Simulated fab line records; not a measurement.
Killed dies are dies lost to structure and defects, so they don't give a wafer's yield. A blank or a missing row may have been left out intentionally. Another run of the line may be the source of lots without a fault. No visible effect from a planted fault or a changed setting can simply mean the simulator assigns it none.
Which tool was responsible? | flow n5Finfet | 27 wafers from 9 lots sampled at 7 of the route's 1938 steps

WHAT EACH GAUGE READ, for each wafer
N5_SD_EPI_N_EPI_MEAS_23. Usual: thkNm 59.1 nm, standard deviation 1.3.
lot  | measured    | on           | thkNm (nm)     | flag
L162 | day 3 11:46 | filmMetro-01 | 59.1 58.0 58.3 | 
L163 | day 3 17:38 | filmMetro-02 | 57.9 58.8 58.5 | 
L164 | day 4 02:13 | filmMetro-01 | 59.5 59.6 60.8 | 
L169 | day 5 08:08 | filmMetro-01 | 62.0 60.3 60.2 | 
L170 | day 5 11:17 | filmMetro-01 | 56.9 58.6 61.0 | 
L171 | day 5 17:24 | filmMetro-01 | 57.7 60.1 58.5 | 
L181 | day 8 05:01 | filmMetro-02 | 60.2 60.3 73.6 | OFF
L183 | day 8 19:10 | filmMetro-01 | 58.3 58.3 57.6 | 
L184 | day 8 21:53 | filmMetro-02 | 57.9 58.7 60.5 | 

N5_SD_EPI_P_CD_MEAS_09 targets a cd of 240 nm. Usual: cdNm 240.1 nm, standard deviation 0.8.
lot  | measured    | on       | cdNm (nm)         | flag
L162 | day 3 12:44 | cdSem-01 | 240.7 240.8 240.7 | 
L163 | day 3 19:31 | cdSem-02 | 238.9 239.6 240.2 | 
L164 | day 4 03:29 | cdSem-02 | 240.2 239.2 239.3 | 
L169 | day 5 09:07 | cdSem-01 | 240.5 239.7 240.5 | 
L170 | day 5 12:14 | cdSem-02 | 240.1 239.2 240.1 | 
L171 | day 5 18:31 | cdSem-01 | 239.5 240.0 239.8 | 
L181 | day 8 05:50 | cdSem-02 | 239.4 239.1 239.4 | 
L183 | day 8 20:23 | cdSem-03 | 240.7 242.0 240.8 | 
L184 | day 8 23:20 | cdSem-02 | 241.5 239.7 240.8 | 

N5_SD_ACTIVATION_RS_MEAS_03: measurement is done with a four-point probe. Usual: RS_SD_N 21.88 ohm/sq, standard deviation 0.26; RS_SD_P 55.9 ohm/sq, standard deviation 0.83.
lot  | measured    | on           | RS_SD_N (ohm/sq)  | RS_SD_P (ohm/sq) | flag
L162 | day 3 17:56 | filmMetro-02 | 22.11 22.09 22.12 | 56.7 57.0 56.7   | 
L163 | day 4 00:40 | filmMetro-01 | 21.89 21.81 22.37 | 56.7 57.0 56.2   | 
L164 | day 4 08:49 | filmMetro-02 | 21.79 21.63 21.73 | 56.7 56.0 56.3   | 
L169 | day 5 13:23 | filmMetro-01 | 21.49 21.55 21.41 | 56.6 57.3 56.3   | 
L170 | day 5 16:30 | filmMetro-01 | 22.14 21.85 21.77 | 55.0 55.3 54.7   | 
L171 | day 5 23:52 | filmMetro-01 | 21.95 22.14 22.06 | 56.1 56.0 54.9   | 
L181 | day 8 10:05 | filmMetro-01 | 21.63 21.08 17.07 | 56.5 56.2 56.2   | OFF
L183 | day 9 00:39 | filmMetro-01 | 22.18 22.07 22.18 | 53.4 53.7 53.7   | 
L184 | day 9 03:36 | filmMetro-02 | 21.94 22.12 22.23 | 57.4 55.9 56.6   | 

N5_BEOL_M4_RC_MEAS_101. Usual: DIBL_N 36.0 mV/V, standard deviation 1.7; DIBL_P 36.0 mV/V, standard deviation 2; IOFF_N 0.156 nA/um, standard deviation 0.028; IOFF_P 0.21 nA/um, standard deviation 0.04; ION_N 673 uA/um, standard deviation 12; ION_P 463 uA/um, standard deviation 8.3; RS_SD_N 28.4 ohm/sq, standard deviation 0.35; SS_N 71.4 mV/dec, standard deviation 0.6; SS_P 73.3 mV/dec, standard deviation 0.66; VT_N 250 mV, standard deviation 3; VT_P -250 mV, standard deviation 3.8.
lot  | measured     | on        | DIBL_N (mV/V)  | DIBL_P (mV/V)  | IOFF_N (nA/um)    | IOFF_P (nA/um) | ION_N (uA/um) | ION_P (uA/um) | RS_SD_N (ohm/sq) | SS_N (mV/dec)  | SS_P (mV/dec)  | VT_N (mV)   | VT_P (mV)      | flag
L162 | day 8 05:31  | prober-01 | 33.3 35.7 35.2 | 32.2 35.4 34.4 | 0.102 0.135 0.136 | 0.17 0.20 0.20 | 653 654 666   | 460 456 459   | 28.8 28.9 28.5   | 70.6 72.1 71.4 | 72.2 73.7 72.7 | 256 254 254 | -253 -251 -249 | 
L163 | day 8 01:18  | prober-02 | 35.8 38.5 35.0 | 35.5 39.1 35.3 | 0.155 0.207 0.146 | 0.16 0.22 0.17 | 674 680 668   | 460 454 454   | 28.9 28.4 29.2   | 72.5 72.3 70.5 | 73.2 74.7 73.0 | 250 248 248 | -257 -251 -256 | 
L164 | day 8 11:33  | prober-02 | 36.9 36.9 34.7 | 36.3 35.9 34.3 | 0.167 0.153 0.123 | 0.18 0.18 0.16 | 677 660 672   | 461 448 457   | 28.2 28.1 28.1   | 71.3 71.9 70.7 | 73.6 73.7 72.6 | 250 255 254 | -254 -255 -254 | 
L169 | day 9 16:02  | prober-02 | 36.1 36.3 36.6 | 35.1 35.6 35.9 | 0.155 0.168 0.159 | 0.20 0.22 0.22 | 669 681 673   | 462 465 461   | 28.2 27.9 28.0   | 71.7 70.9 71.8 | 73.6 73.2 74.5 | 252 248 251 | -251 -247 -250 | 
L170 | day 10 00:16 | prober-02 | 37.0 36.4 36.6 | 36.3 35.2 36.0 | 0.172 0.160 0.163 | 0.20 0.18 0.19 | 684 684 682   | 466 468 461   | 28.6 28.2 28.4   | 72.0 71.0 71.5 | 73.8 73.5 73.7 | 248 248 251 | -253 -253 -253 | 
L171 | day 10 11:10 | prober-02 | 32.3 34.6 34.7 | 32.4 35.4 35.3 | 0.112 0.156 0.142 | 0.19 0.23 0.22 | 658 682 660   | 462 467 459   | 28.3 28.2 28.1   | 70.2 71.0 71.6 | 72.7 73.5 73.2 | 254 250 252 | -249 -247 -247 | 
L181 | day 13 12:47 | prober-01 | 38.1 37.2 38.8 | 38.5 36.4 38.3 | 0.208 0.179 0.205 | 0.24 0.20 0.25 | 692 673 690   | 468 455 466   | 27.6 27.4 22.4   | 71.7 71.9 72.1 | 73.9 73.5 74.6 | 247 249 246 | -249 -254 -250 | OFF
L183 | day 13 10:40 | prober-01 | 35.1 36.1 35.9 | 35.2 36.0 36.8 | 0.132 0.156 0.150 | 0.16 0.18 0.19 | 676 674 680   | 463 461 462   | 28.8 28.5 28.6   | 70.9 71.5 71.0 | 72.4 73.2 72.9 | 251 250 251 | -254 -256 -253 | 
L184 | day 14 00:35 | prober-02 | 36.8 36.1 36.3 | 37.8 37.0 36.7 | 0.184 0.167 0.166 | 0.23 0.21 0.21 | 694 684 680   | 471 464 459   | 28.5 28.6 28.5   | 71.0 71.1 71.8 | 73.2 72.9 73.4 | 246 248 247 | -249 -251 -253 | 

TOOL THAT RAN EACH LOT (tool first, then ch and the chambers of the sampled wafers, then the start)
lot  | N5_SPACER0_ALD_07               | N5_SD_EPI_N_ETCH_45              | N5_SD_EPI_N_EPI_21
L162 | aldSin-03 ch 0,2, day 3 06:34   | rieDiel-03 ch 0,2,3, day 3 08:08 | epiRpcvd-04 ch 0, day 3 09:51
L163 | aldSin-01 ch 1,3, day 3 12:18   | rieDiel-03 ch 0,2,3, day 3 14:01 | epiRpcvd-03 ch 0, day 3 15:21
L164 | aldSin-03 ch 1,2,3, day 3 21:07 | rieDiel-06 ch 0,2,3, day 3 22:35 | epiRpcvd-04 ch 0, day 4 00:19
L169 | aldSin-02 ch 0,3, day 5 03:41   | rieDiel-01 ch 0,3, day 5 05:16   | epiRpcvd-02 ch 0, day 5 06:42
L170 | aldSin-01 ch 0,3, day 5 06:49   | rieDiel-06 ch 0,3, day 5 08:25   | epiRpcvd-03 ch 0, day 5 09:34
L171 | aldSin-03 ch 1,2,3, day 5 12:56 | rieDiel-03 ch 0,1,3, day 5 14:30 | epiRpcvd-04 ch 0, day 5 16:13
L181 | aldSin-01 ch 0,1,2, day 8 00:23 | rieDiel-01 ch 1,2, day 8 02:08   | epiRpcvd-04 ch 0, day 8 03:18
L183 | aldSin-03 ch 0,1,3, day 8 11:41 | rieDiel-06 ch 0,1,3, day 8 13:15 | epiRpcvd-02 ch 0, day 8 15:49
L184 | aldSin-01 ch 0,1,3, day 8 17:26 | rieDiel-06 ch 0,1, day 8 19:00   | epiRpcvd-03 ch 0, day 8 20:10
- N5_SPACER0_ALD_07: deposits SiNx, target thk 2 nm.
- N5_SD_EPI_N_ETCH_45: etches SiOCN in CH3F/O2, target depth 6 nm.
- N5_SD_EPI_N_EPI_21: deposits Si:P, time 690 s.

AS READ BY THE TOOLS THEMSELVES (means over the sampled wafers that have a number; for cases with no such wafer, the mark the record gives instead)
N5_SPACER0_ALD_07. Usual: heaterPowerW 826 W, standard deviation 120.
lot  | tool      | heaterPowerW (W) | flag
L162 | aldSin-03 | 663              | 
L163 | aldSin-01 | 873              | 
L164 | aldSin-03 | 836              | 
L169 | aldSin-02 | 845              | 
L170 | aldSin-01 | 839              | 
L171 | aldSin-03 | 821              | 
L181 | aldSin-01 | 800              | 
L183 | aldSin-03 | 866              | 
L184 | aldSin-01 | 772              | 

N5_SD_EPI_N_ETCH_45. Usual: drypumpMotorCurrentA 5.7 A, standard deviation 0.43; oesProductAu 0.79 a.u., standard deviation 0.092; rfVppV 127.8 V, standard deviation 0.91; showerheadPlenumPTorr 2.03 Torr, standard deviation 0.056; throttleValvePct 23.41 %, standard deviation 0.23.
lot  | tool       | drypumpMotorCurrentA (A) | oesProductAu (a.u.) | rfVppV (V) | showerheadPlenumPTorr (Torr) | throttleValvePct (%) | flag
L162 | rieDiel-03 | 5.7                      | 0.70                | 128.1      | 2.02                         | 23.46                | 
L163 | rieDiel-03 | 5.6                      | 0.70                | 127.7      | 2.02                         | 23.47                | 
L164 | rieDiel-06 | 5.5                      | 0.77                | 128.1      | 2.05                         | 23.52                | 
L169 | rieDiel-01 | 6.3                      | 0.71                | 127.4      | 2.03                         | 23.52                | 
L170 | rieDiel-06 | 5.5                      | 0.79                | 127.3      | 2.02                         | 23.51                | 
L171 | rieDiel-03 | 5.9                      | 0.77                | 127.8      | 1.99                         | 23.43                | 
L181 | rieDiel-01 | 5.7                      | 0.76                | 126.5      | 1.99                         | 23.38                | 
L183 | rieDiel-06 | 5.6                      | 0.82                | 128.9      | 2.06                         | 23.39                | 
L184 | rieDiel-06 | 5.5                      | 0.81                | 127.8      | 2.10                         | 23.32                | 

THE ANSWER, worked out from the rows above alone
Rule: take the mean of a lot's wafers that have a number; if it is more than 3 standard deviations from the usual mean, the lot is off. A lot without any number at a reading at which 4 lots or more have one is off too. All remaining lots with rows at the step are treated as sound. The gauges are gone through in route order, then the tools' own readings, and for those a lot's mean is taken as printed above. At the first step where some lot is off, the reading lying furthest off is the one used; lots without a number count as furthest.
Off, at N5_SD_EPI_N_EPI_MEAS_23 on thkNm: L181.
If a tool, at a process step before that reading, ran all the lots that are off and no sound lot after the first of them, it fits. Not tried: the gauges at N5_SD_EPI_N_EPI_MEAS_23; whatever is off there is also off at N5_SD_ACTIVATION_RS_MEAS_03, on other tools, and gauge error can't account for it. 2 tools fit, rieDiel-01 at N5_SD_EPI_N_ETCH_45 and epiRpcvd-04 at N5_SD_EPI_N_EPI_21, so this cannot tell which one it is.

WHAT THE SIMULATOR HAD INSERTED
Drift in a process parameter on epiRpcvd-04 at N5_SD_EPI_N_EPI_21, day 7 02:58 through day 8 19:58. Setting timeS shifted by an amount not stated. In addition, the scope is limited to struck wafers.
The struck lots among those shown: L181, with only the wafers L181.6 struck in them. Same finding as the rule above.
